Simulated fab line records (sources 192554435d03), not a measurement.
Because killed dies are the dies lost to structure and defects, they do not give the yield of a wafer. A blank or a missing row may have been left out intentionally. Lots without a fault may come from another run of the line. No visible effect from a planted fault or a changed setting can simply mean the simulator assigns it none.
2 desks, one fault    flow n5-finfet    each desk holds nothing but its own numbers, with what lay behind them at the end

THE DEFECT DESK
For each lot, the counts of the inspections along the route, averaged over the sampled wafers that have a number. Any lot whose mean is over 4 standard deviations away from the usual mean is out of limits and marked OUT; that distance is given in the brackets.
Columns: A = raw-defect-count at N5_BEOL_M5_INSPECT_58, usual 73
lot   first seen here  A
L401  day 8 11:34      45
L403  day 8 13:43      90
L404  day 8 22:05      70
L405  day 9 00:59      77
L407  day 9 23:33      58
L409  day 10 05:11     67
L408  day 10 05:55     63
L410  day 10 14:56     69
L415  day 11 18:45     101
L416  day 12 04:18     81
L420  day 13 13:53     83
L423  day 13 21:28     84
L421  day 14 02:51     91
This desk's verdict: no lot among the 13 shows anything out of limits.

DESK OF THE TOOL OWNER: litho-track-05
The tool's own readings at N5_BEOL_M6_COAT_60 (time 60 s, resist thk 35 nm): means of the sampled wafers that have a number, for each lot that ran on this tool. Any lot whose mean is over 4 standard deviations away from the usual mean is out of limits and marked OUT; that distance is given in the brackets.
Columns: A = spin-speed-rpm at N5_BEOL_M6_COAT_60, usual 1499.8 rpm
lot   first seen here  A
L401  day 8 12:54      1500.5
L407  day 10 03:47     1500.3
L410  day 10 18:41     1499.9
L415  day 11 20:59     1500.5
L416  day 12 05:49     1400.9 (-99 or more) OUT
L420  day 13 15:29     1399.8 (-99 or more) OUT
This desk's finding: out of limits on L416, L420; first on L416, day 12 05:49 (spin-speed-rpm at N5_BEOL_M6_COAT_60). In limits: L401, L407, L410, L415.

ALL TOGETHER
The tool owner's desk could have raised an alarm at day 12 05:49, on L416, L420.
Nothing the defect desk looked at was out of limits.
The defect desk has L416, L420 on record, within its limits.
Of the lots named, all ran N5_BEOL_M6_COAT_60 on litho-track-05.

WHAT THE SIMULATOR PUT IN
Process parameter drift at N5_BEOL_M6_COAT_60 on litho-track-05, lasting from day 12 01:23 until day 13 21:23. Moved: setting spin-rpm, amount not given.
Struck lots among those shown: L416, L420.
Delay in hours, fault start to first out-of-limits reading, by desk: the tool owner's desk at 4.
